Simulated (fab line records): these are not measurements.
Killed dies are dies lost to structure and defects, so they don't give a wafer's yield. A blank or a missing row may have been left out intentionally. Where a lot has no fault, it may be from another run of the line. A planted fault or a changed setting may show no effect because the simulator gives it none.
Split-lot study | flow n5-finfet | on a route of 1938 steps: 7 lots, 21 wafers read

ABOUT THE SPLIT
At N5_BEOL_M9_TRENCH_ETCH_37 (etches SiCOH lowk in C4F6/O2, target depth 151.43 nm, time 49 s), the setting time-s was moved away from the recipe's 49 s on 7 of the 21 wafers read, by -21.7% to +8.4%. The other wafers ran this setting at the recipe's value.

FROM THE SPLIT TO THE READING: what the file shows between them, 11 steps
- N5_BEOL_M9_ETCH_41: etches SiCN in CH3F/O2, target depth 36.6 nm, time 70.1 s
- N5_BEOL_M9_STRIP_80: strips in N2/H2, time 10 s
- N5_BEOL_M9_OCD_MEAS_38
- N5_BEOL_M9_HM_STRIP_39: strips TiN in peroxide tin strip, target depth 25 nm, time 158 s
- N5_BEOL_M9_SRD_40: time 30 s
- N5_BEOL_M9_ECD_50: material Cu, target thk 318 nm
- N5_BEOL_M9_ANNEAL_51: time 90 s
- N5_BEOL_M9_CMP_52: polishes, stops on SiCOH lowk, t overpolish 7 s, target thk 140 nm
- N5_BEOL_M9_THK_MEAS_53: measures by xrf
- N5_BEOL_M9_PRE_CLEAN_55: time 15 s
- N5_BEOL_M9_DEP_56: deposits SiCN from 3MS/NH3, target thk 15 nm, time 26.5 s

THE READING
M9_RS, in ohm/sq, at N5_BEOL_M9_RS_MEAS_57 (measures by four-point-probe). Typical for fault-free wafers on this fab line: 0.1503 ohm/sq, with standard deviation 0.0026 ohm/sq.

wafer  | tool, chamber at the split | time-s as run, s | against the recipe | M9_RS, ohm/sq | against lot-mates on the recipe
L074.1 | rie-diel-04, 2             | 49               | recipe             | 0.1508        | -
L074.2 | rie-diel-04, 1             | 49               | recipe             | 0.1510        | -
L074.6 | rie-diel-04, 2             | 49               | recipe             | 0.1523        | -
L075.1 | rie-diel-05, 0             | 49               | recipe             | 0.1535        | -
L075.2 | rie-diel-05, 1             | 49               | recipe             | 0.1478        | -
L075.3 | rie-diel-05, 2             | 49               | recipe             | 0.1490        | -
L084.2 | rie-diel-04, 2             | 49               | recipe             | 0.1504        | -
L084.3 | rie-diel-04, 1             | 49               | recipe             | 0.1499        | -
L084.6 | rie-diel-04, 3             | 44.39            | -9.4%              | 0.1659        | +0.0157
L082.2 | rie-diel-04, 0             | 42.4             | -13.5%             | 0.1823        | +0.0340
L082.3 | rie-diel-04, 3             | 49               | recipe             | 0.1466        | -
L082.5 | rie-diel-04, 1             | 49               | recipe             | 0.1499        | -
L087.1 | rie-diel-02, 0             | 38.38            | -21.7%             | 0.2096        | +0.0578
L087.2 | rie-diel-02, 3             | 49               | recipe             | 0.1518        | -
L087.5 | rie-diel-02, 3             | 38.38            | -21.7%             | 0.2069        | +0.0551
L085.1 | rie-diel-04, 1             | 46.18            | -5.8%              | 0.1615        | +0.0116
L085.4 | rie-diel-04, 2             | 49               | recipe             | 0.1499        | -
L085.6 | rie-diel-04, 2             | 46.18            | -5.8%              | 0.1625        | +0.0126
L097.1 | rie-diel-02, 3             | 53.14            | +8.4%              | 0.1391        | -0.0133
L097.2 | rie-diel-02, 2             | 49               | recipe             | 0.1518        | -
L097.5 | rie-diel-02, 3             | 49               | recipe             | 0.1530        | -

FIT RESULTS
A straight line over all 21 wafers: M9_RS changes by -0.00244 ohm/sq for each +1% of time-s; r = -0.98; the points scatter about the line by 0.0037 ohm/sq.
The same after taking each lot's own level away (the mean of its wafers on the recipe; 21 wafers): -0.00244 ohm/sq for each +1%; r = -0.99; scatter 0.003 ohm/sq.
That fit puts the effect of the largest move of time-s on the reading at 0.053 ohm/sq.
The span of the lots' own levels, 0.14825 to 0.15240 ohm/sq, comes to 1.6 times the standard deviation stated above.
Hence the lot-to-lot level has little effect on the slope; both slopes agree.
Check: +0.0507 ohm/sq against its lot-mates is what the line predicts for one of the wafers moved furthest among these (-21.7%) when that wafer is left out of the fit. It came out at +0.0578 ohm/sq against them.

THESE WAFERS: OTHER SPLITS
Before the reading, these wafers also passed through other splits. Each is held against what the fit with the lots' levels taken away leaves over:
other split on the same wafers | wafers away from the commonest value | r with M9_RS (lot level and that fit taken away)
N5_BEOL_M8_COAT_22 spin-rpm    | 6                                    | -0.09

THE WHOLE CHAIN: every reading that the file lists as answering this split, in the file's order
step                      | what it does                                                       | reading                                                                          | change (the file's fit)                | r (the file's)
N5_BEOL_M9_TRENCH_ETCH_37 | etches SiCOH lowk in C4F6/O2, target depth 151.43 nm, time 49 s    | etch.depth-nm (the simulator's own value, which no gauge read)                   | +1.54 nm for each +1% of the setting   | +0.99
N5_BEOL_M9_TRENCH_ETCH_37 | etches SiCOH lowk in C4F6/O2, target depth 151.43 nm, time 49 s    | BEOL_M9.feature-depth-nm (the simulator's own value, which no gauge read)        | +1.54 nm for each +1% of the setting   | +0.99
N5_BEOL_M9_TRENCH_ETCH_37 | etches SiCOH lowk in C4F6/O2, target depth 151.43 nm, time 49 s    | TiN_of_BEOL_M9_HM_DEP_02.thk-nm (the simulator's own value, which no gauge read) | -0.0376 nm for each +1% of the setting | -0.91
N5_BEOL_M9_OCD_MEAS_38    |                                                                    | trench-depth-nm                                                                  | +1.54 nm for each +1% of the setting   | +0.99
N5_BEOL_M9_CMP_52         | polishes, stops on SiCOH lowk, t overpolish 7 s, target thk 140 nm | Cu_of_BEOL_M9_ECD_50.thk-nm (the simulator's own value, which no gauge read)     | +1.58 nm for each +1% of the setting   | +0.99
N5_BEOL_M9_THK_MEAS_53    | measures by xrf                                                    | M9_THK                                                                           | +1.58 for each +1% of the setting      | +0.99
N5_BEOL_M9_RS_MEAS_57     | measures by four-point-probe                                       | M9_RS                                                                            | -0.00238 for each +1% of the setting   | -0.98

FILE'S OWN FIT
M9_RS changes by -0.00238 ohm/sq for each +1% of time-s, r = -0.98.
